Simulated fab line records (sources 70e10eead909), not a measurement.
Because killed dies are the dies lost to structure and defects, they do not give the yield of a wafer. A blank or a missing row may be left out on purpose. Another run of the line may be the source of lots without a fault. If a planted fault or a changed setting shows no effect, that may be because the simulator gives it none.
Chamber matching	flow nand_harc	3 sister chambers for NHARC_A_M0_DEP_32 on pecvd-03
The step deposits SiCN, target thk 30 nm. 3 wafers are shown with their chamber, then 7 later ones without.

## WAFERS PAIRED WITH THEIR CHAMBERS
wafer	chamber	heater_power_w (W)
L959.5	1	582
L959.6	2	576
L965.4	0	584

## WAFERS MISSING THEIR CHAMBER
wafer	heater_power_w (W)
L965.5	509
L967.2	598
L967.4	554
L967.6	592
L968.4	564
L968.5	495
L968.6	579

## THE CHAMBER EACH PASSED THROUGH
wafer	from the rows above	in truth
L965.5	can't be placed: 2 or 1 or 0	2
L967.2	can't be placed: 0 or 1 or 2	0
L967.4	can't be placed: 2 or 1 or 0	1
L967.6	can't be placed: 0 or 1 or 2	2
L968.4	can't be placed: 2 or 1 or 0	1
L968.5	can't be placed: 2 or 1 or 0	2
L968.6	can't be placed: 1 or 2 or 0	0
0 of 7 placed correctly. Cannot be placed on the basis of these rows: 7; the candidates contain the true chamber in 7. Number placed wrongly: 0.
How it was worked out, from the rows above alone: a wafer's distance from a chamber is the root of the sum, over the readings, of the square of ((its reading less the chamber's mean) divided by the reading's scatter). If the next closest chamber is less than 2 further off than the closest, the wafer can't be placed; otherwise it belongs to the closest. Each chamber's mean is taken over the wafers shown for it. The scatter: with one shown wafer a chamber, the root of the mean of the squares of how far each hidden wafer lies from its nearest shown one.
